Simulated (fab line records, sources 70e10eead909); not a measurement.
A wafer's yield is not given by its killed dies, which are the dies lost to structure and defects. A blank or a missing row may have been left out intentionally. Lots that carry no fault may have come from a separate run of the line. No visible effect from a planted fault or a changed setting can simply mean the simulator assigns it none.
What tool caused it? | flow nand-harc | 39 wafers from 13 lots sampled at 4 of the route's 1159 steps

WHAT EACH GAUGE READ, for each wafer
NHARC_P_ZERO_WELL_CD_MEAS_11 targets a cd of 500 nm.
lot  | measured    | on        | cd-nm (nm)
L321 | day 1 13:14 | cd-sem-03 | 504.7 502.9 503.4
L322 | day 1 19:14 | cd-sem-02 | 501.4 499.5 502.4
L323 | day 2 01:07 | cd-sem-01 | 501.7 501.1 499.4
L325 | day 2 13:15 | cd-sem-03 | 498.5 497.4 496.7
L326 | day 2 19:15 | cd-sem-01 | 499.3 498.9 499.5
L328 | day 3 07:14 | cd-sem-01 | 500.2 499.2 497.3
L337 | day 5 13:19 | cd-sem-02 | 501.3 500.4 497.9
L338 | day 5 19:14 | cd-sem-02 | 498.6 499.2 501.3
L339 | day 6 01:32 | cd-sem-01 | 500.1 500.8 500.2
L340 | day 6 07:14 | cd-sem-01 | 498.8 499.3 497.5
L341 | day 6 13:14 | cd-sem-01 | 499.7 501.0 500.3
L342 | day 6 19:22 | cd-sem-01 | 502.5 502.2 500.3
L343 | day 7 01:14 | cd-sem-02 | 499.6 501.1 503.0

NHARC_P_ZERO_WELL_CD_MEAS_24 targets a cd of 720 nm.
lot  | measured    | on        | cd-nm (nm)
L321 | day 1 14:29 | cd-sem-02 | 721.5 719.7 721.2
L322 | day 1 20:27 | cd-sem-02 | 717.8 718.4 718.6
L323 | day 2 02:28 | cd-sem-02 | 720.7 720.3 721.1
L325 | day 2 14:28 | cd-sem-02 | 720.6 720.5 720.3
L326 | day 2 20:29 | cd-sem-02 | 719.0 720.0 719.9
L328 | day 3 08:35 | cd-sem-01 | - - -
L337 | day 5 14:39 | cd-sem-02 | 722.0 718.4 718.0
L338 | day 5 20:35 | cd-sem-03 | 718.8 720.6 720.2
L339 | day 6 02:54 | cd-sem-01 | 722.2 721.0 719.6
L340 | day 6 08:42 | cd-sem-01 | 721.4 720.2 720.6
L341 | day 6 14:47 | cd-sem-02 | 718.9 720.1 719.7
L342 | day 6 20:37 | cd-sem-01 | 721.4 721.7 720.3
L343 | day 7 02:35 | cd-sem-02 | 721.3 720.9 721.5

EACH LOT AND THE TOOL THAT RAN IT (in order: tool; ch and the chambers of the sampled wafers; start)
lot  | NHARC_P_ZERO_WELL_ETCH_65         | NHARC_P_ZERO_WELL_EXPOSE_21
L321 | rie-diel-07 ch 0,2,3, day 1 13:28 | krf-scanner-02 ch 0, day 1 14:19
L322 | rie-diel-07 ch 0,2,3, day 1 19:29 | krf-scanner-02 ch 0, day 1 20:18
L323 | rie-diel-07 ch 0,1,3, day 2 01:22 | krf-scanner-04 ch 0, day 2 02:19
L325 | rie-diel-12 ch 0,1,2, day 2 13:29 | krf-scanner-04 ch 0, day 2 14:19
L326 | rie-diel-11 ch 0,1,3, day 2 19:29 | krf-scanner-04 ch 0, day 2 20:20
L328 | rie-diel-11 ch 1,2,3, day 3 07:29 | krf-scanner-04 ch 0, day 3 08:26
L337 | rie-diel-11 ch 0,3, day 5 13:33   | krf-scanner-04 ch 0, day 5 14:30
L338 | rie-diel-12 ch 0,1, day 5 19:29   | krf-scanner-02 ch 0, day 5 20:25
L339 | rie-diel-07 ch 1,2,3, day 6 01:47 | krf-scanner-04 ch 0, day 6 02:44
L340 | rie-diel-12 ch 0,2, day 6 07:32   | krf-scanner-02 ch 0, day 6 08:32
L341 | rie-diel-12 ch 0,2, day 6 13:38   | krf-scanner-04 ch 0, day 6 14:38
L342 | rie-diel-12 ch 0,1,2, day 6 19:37 | krf-scanner-04 ch 0, day 6 20:28
L343 | rie-diel-07 ch 0,1, day 7 01:29   | krf-scanner-02 ch 0, day 7 02:25
- NHARC_P_ZERO_WELL_ETCH_65: etches the open film in N2/H2, target depth 80 nm, overetch 24 nm, time 87.88 s.
- NHARC_P_ZERO_WELL_EXPOSE_21: exposes mask P NWELL, target cd 720 nm.

WHAT THE TOOLS THEMSELVES READ (means of the sampled wafers that have a number; where no wafer has one, the mark that the record gives instead)
NHARC_P_ZERO_WELL_ETCH_65.
lot  | tool        | bias-w (W) | drypump-motor-current-A (A) | oes-product-au (a.u.) | rf-vpp-V (V) | showerhead-plenum-p-Torr (Torr) | throttle-valve-pct (%)
L321 | rie-diel-07 | 149.7      | 5.8                         | 0.984                 | 432.3        | 2.12                            | 14.166
L322 | rie-diel-07 | 149.8      | 5.8                         | 1.004                 | 432.4        | 2.12                            | 14.170
L323 | rie-diel-07 | 149.6      | 6.0                         | 0.986                 | 431.2        | 2.09                            | 14.173
L325 | rie-diel-12 | 150.3      | 5.6                         | 1.004                 | 433.1        | 2.16                            | 14.176
L326 | rie-diel-11 | 149.8      | 5.8                         | 1.006                 | 431.8        | 2.04                            | 14.170
L328 | rie-diel-11 | 149.6      | 5.9                         | 0.989                 | 431.3        | 2.04                            | 14.172
L337 | rie-diel-11 | 149.7      | 5.9                         | 1.003                 | 431.0        | 2.05                            | 14.170
L338 | rie-diel-12 | 150.3      | 5.5                         | 1.008                 | 433.5        | 2.13                            | 14.167
L339 | rie-diel-07 | 150.0      | 5.9                         | 1.001                 | 430.2        | 2.05                            | 14.178
L340 | rie-diel-12 | 149.7      | 5.7                         | 1.004                 | 434.4        | 2.17                            | 14.172
L341 | rie-diel-12 | 150.3      | 5.7                         | 1.004                 | 434.8        | 2.19                            | 14.165
L342 | rie-diel-12 | 150.4      | 5.6                         | 1.002                 | 433.9        | 2.15                            | 14.161
L343 | rie-diel-07 | 150.0      | 5.8                         | 0.999                 | 431.4        | 2.08                            | 14.170

NHARC_P_ZERO_WELL_EXPOSE_21.
lot  | tool           | focus-offset-nm (nm)
L321 | krf-scanner-02 | 0.8
L322 | krf-scanner-02 | 0.7
L323 | krf-scanner-04 | 0.4
L325 | krf-scanner-04 | -0.2
L326 | krf-scanner-04 | 0.0
L328 | krf-scanner-04 | 0.0
L337 | krf-scanner-04 | -0.6
L338 | krf-scanner-02 | 0.0
L339 | krf-scanner-04 | -0.0
L340 | krf-scanner-02 | 0.2
L341 | krf-scanner-04 | -0.5
L342 | krf-scanner-04 | 0.5
L343 | krf-scanner-02 | 0.4

THE ANSWER, worked out from the rows above alone
Rule: the usual values come from the lots themselves. Put in order of their means at a reading, lots are off if they are a third of the lots or fewer, leave a main group of 4 or more, and stand apart from it by a gap of 3 or more times the standard deviation of the main group's means; of several such gaps the widest counts. A main group whose means are all the same, to the digits that the tables above print for the reading, isn't used. A lot without any number at a reading at which 4 lots or more have one is off too. Where the step has rows for the other lots, those lots are counted as sound. Order of review: gauges by route order, followed by the tools' own readings, for which a lot's mean as printed above is used. The first step at which some lot is off is used, and at that step the reading that is off furthest; a lot without a number counts as furthest.
Off: L328, at NHARC_P_ZERO_WELL_CD_MEAS_24 (cd-nm). Without a number there: L328. The main group: mean 720.2 nm, standard deviation 0.84.
A tool fits if, at a process step before that reading, it ran every lot that is off, and no sound lot after the first of them. Not tried: the gauges at NHARC_P_ZERO_WELL_CD_MEAS_24; whatever is off there is also off at NHARC_P_ZERO_WELL_ETCH_65, on other tools, and gauge error can't account for it. None of those tried fits.

WHAT THE SIMULATOR PUT IN
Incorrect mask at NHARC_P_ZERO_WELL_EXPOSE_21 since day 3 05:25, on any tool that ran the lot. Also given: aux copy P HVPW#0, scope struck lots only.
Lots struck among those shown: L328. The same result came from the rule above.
